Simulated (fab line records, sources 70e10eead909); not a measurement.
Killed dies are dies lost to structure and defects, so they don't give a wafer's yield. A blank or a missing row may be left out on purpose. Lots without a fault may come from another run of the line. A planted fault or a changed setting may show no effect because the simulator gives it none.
Problem report in the 8D (eight disciplines) form, filled by code | flow nand_harc | the parts of the form that need people (team, actions taken, sign-off) are left out

1. THE PROBLEM
oes_product_au at NHARC_P_M2_ETCH_15 reads a mean of 0.848 a.u. on 3 wafers of 2 lots; wafers without a fault read 0.946 a.u. with a standard deviation of 0.022. That is -4.5 standard deviations from the usual mean.
The step: etches the open film in C4F8/Ar, target depth 182.5 nm, time 91.2 s.
First seen on wafer L527.3, day 12 20:36, on rie_diel-02. The record holds 42 wafers of 14 lots with a number at this step. Rule for "out", or "out of limits": more than 4 standard deviations from the usual mean. The other wafers with a number count as sound.

2. WHAT IT IS AND WHAT IT IS NOT
question                    | is                     | is not
which readings at this step | oes_product_au         | chamber_pressure_mTorr, rf_vpp_V
which lots                  | L527, L529             | L512, L513, L514, L515, L516, L517, L518, L520, L521, L532, L534, L535
which wafers of those lots  | L527.3, L527.6, L529.6 | L527.1, L529.1, L529.4
read on which tools         | rie_diel-02            | rie_diel-10, rie_diel-11
when                        | from day 12 20:36      | up to then (28 sound wafers); but 11 sound wafers of L529, L532, L534, L535 came after

3. SUSPECTS, AND WHAT RULES EACH OUT
Counting: a tool at a process step up to the reading stays a suspect if it ran every lot that is out. Sound lots after the first of them don't rule it out here, since some wafers of a struck lot are sound.
- rie_diel-04 at NHARC_P_M1_ETCH_28 (etches the open film in CF4/N2, target depth 30 nm, time 72.99 s): kept. It ran every lot that is out, first L527 (day 12 18:08); its last sound lot up to then is L516 (day 8 01:13). NHARC_P_M1_ETCH_28 gives no start for some lots, so the hours and the order of its lots are those of NHARC_P_M1_ANNEAL_31.
- rie_diel-02 at NHARC_P_M2_ETCH_35 (etches the open film in N2/H2, target depth 40 nm, overetch 12 nm, time 43.94 s): kept. It ran every lot that is out, first L527 (day 12 20:31); its last sound lot up to then is L521 (day 10 18:20).
- rie_diel-02 at NHARC_P_M2_ETCH_15 (etches the open film in C4F8/Ar, target depth 182.5 nm, time 91.2 s): kept. It ran every lot that is out, first L527 (day 12 20:36); its last sound lot up to then is L521 (day 10 18:26). Its own readings are out on those wafers: oes_product_au.
Left after counting: rie_diel-04 at NHARC_P_M1_ETCH_28, rie_diel-02 at NHARC_P_M2_ETCH_35, rie_diel-02 at NHARC_P_M2_ETCH_15.

4. THE CAUSE (what the simulator had put in)
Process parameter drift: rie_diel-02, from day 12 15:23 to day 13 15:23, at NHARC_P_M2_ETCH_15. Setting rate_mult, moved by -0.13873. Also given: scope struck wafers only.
Counting left 3 suspects, and this tool is among them.

5. THE CHAIN OF EFFECTS, in route order
Each row: a reading whose mean over the struck wafers that have a number lies more than 3 standard deviations from the usual. Only readings for which the record gives a usual standard deviation are gone through. hours: the time from each lot's start at the first step in this table that gives one to its start at this step, as a median over the lots. sigmas: the change in usual standard deviations.
hours | step               | reading        | usual      | on struck wafers | change | sigmas
0     | NHARC_P_M2_ETCH_15 | oes_product_au | 0.946 a.u. | 0.848            | -0.098 | -4.5
The process steps in it:
- NHARC_P_M2_ETCH_15: etches the open film in C4F8/Ar, target depth 182.5 nm, time 91.2 s.

6. WHAT WOULD HAVE CAUGHT IT SOONER
In this record the first reading out of limits was taken at day 12 20:36, 5 hours after the fault began at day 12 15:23.
